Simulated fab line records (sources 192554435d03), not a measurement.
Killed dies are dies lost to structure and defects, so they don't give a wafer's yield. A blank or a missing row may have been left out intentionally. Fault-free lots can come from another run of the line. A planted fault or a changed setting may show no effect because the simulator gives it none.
Chamber matching | flow n5Finfet | rieDiel-05 running N5_HKMG_FIN_ETCH_55: 4 sister chambers
The step etches SOC in N2/H2, target depth 240 nm, time 300 s. 8 wafers are shown with their chamber, then 7 later ones without.

## EACH WAFER AND ITS CHAMBER
wafer  | chamber | drypumpMotorCurrentA (A) | throttleValvePct (%)
L080.1 | 3       | 5.7                      | 18.12
L081.1 | 1       | 5.5                      | 17.98
L081.2 | 2       | 5.9                      | 17.84
L083.1 | 0       | 5.0                      | 17.41
L083.2 | 1       | 5.5                      | 17.99
L083.5 | 3       | 5.8                      | 17.65
L084.1 | 2       | 5.9                      | 17.88
L084.5 | 0       | 4.9                      | 17.41

## WAFERS WHOSE CHAMBER IS MISSING
wafer  | drypumpMotorCurrentA (A) | throttleValvePct (%)
L084.6 | 5.5                      | 18.00
L085.2 | 5.5                      | 18.00
L085.4 | 5.7                      | 17.67
L085.6 | 4.9                      | 17.43
L087.1 | 5.9                      | 17.86
L087.2 | 5.7                      | 17.67
L087.6 | 5.5                      | 18.00

## EACH ONE'S CHAMBER
wafer  | from the rows above | in truth
L084.6 | 1                   | 1
L085.2 | 1                   | 1
L085.4 | 3                   | 3
L085.6 | 0                   | 0
L087.1 | 2                   | 2
L087.2 | 3                   | 3
L087.6 | 1                   | 1
Correct placement for 7 of the 7. Not placeable from these rows: 0. Wrongly placed: 0.
How it was worked out, from the rows above alone: a wafer's distance from a chamber is the root of the sum, over the readings, of the square of ((its reading less the chamber's mean) divided by the reading's scatter). If the next closest chamber is less than 2 further off than the closest, the wafer can't be placed; otherwise it belongs to the closest. For every chamber, the mean is computed from those of its wafers that are shown. The scatter: take each reading less its chamber's mean, square it, sum over the shown wafers, divide by the number of wafers less the number of chambers, and take the root.
